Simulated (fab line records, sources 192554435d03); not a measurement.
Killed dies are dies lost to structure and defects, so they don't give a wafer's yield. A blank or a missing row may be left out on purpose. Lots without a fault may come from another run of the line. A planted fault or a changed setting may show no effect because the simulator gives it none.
Chamber matching | flow n5_finfet | N5_HKMG_FIN_STRIP_90 on rie_diel-04: 4 sister chambers
The step strips SOC in N2/H2, time 20 s. 4 wafers are shown with their chamber, then 7 later ones without.

WAFERS WITH THEIR CHAMBER
wafer  | chamber | drypump_motor_current_A (A)
L082.1 | 3       | 6.3
L082.3 | 2       | 5.5
L084.2 | 1       | 5.3
L084.3 | 0       | 4.9

WAFERS WITHOUT THEIR CHAMBER
wafer  | drypump_motor_current_A (A)
L084.6 | 5.3
L091.1 | 6.3
L091.2 | 4.8
L091.6 | 5.5
L094.2 | 4.8
L094.3 | 5.3
L094.5 | 5.5

WHICH CHAMBER EACH WENT THROUGH
wafer  | from the rows above | in truth
L084.6 | 1                   | 1
L091.1 | 3                   | 3
L091.2 | 0                   | 0
L091.6 | 2                   | 2
L094.2 | 0                   | 0
L094.3 | 1                   | 1
L094.5 | 2                   | 2
Placed correctly: 7 of 7. Can't be placed from these rows: 0. Placed wrongly: 0.
How it was worked out, from the rows above alone: a wafer's distance from a chamber is the root of the sum, over the readings, of the square of ((its reading less the chamber's mean) divided by the reading's scatter). The wafer belongs to the nearest chamber; if the next one is less than 2 further off, it can't be placed. A chamber's mean is the mean of its shown wafers. The scatter: with one shown wafer a chamber, the root of the mean of the squares of how far each hidden wafer lies from its nearest shown one.
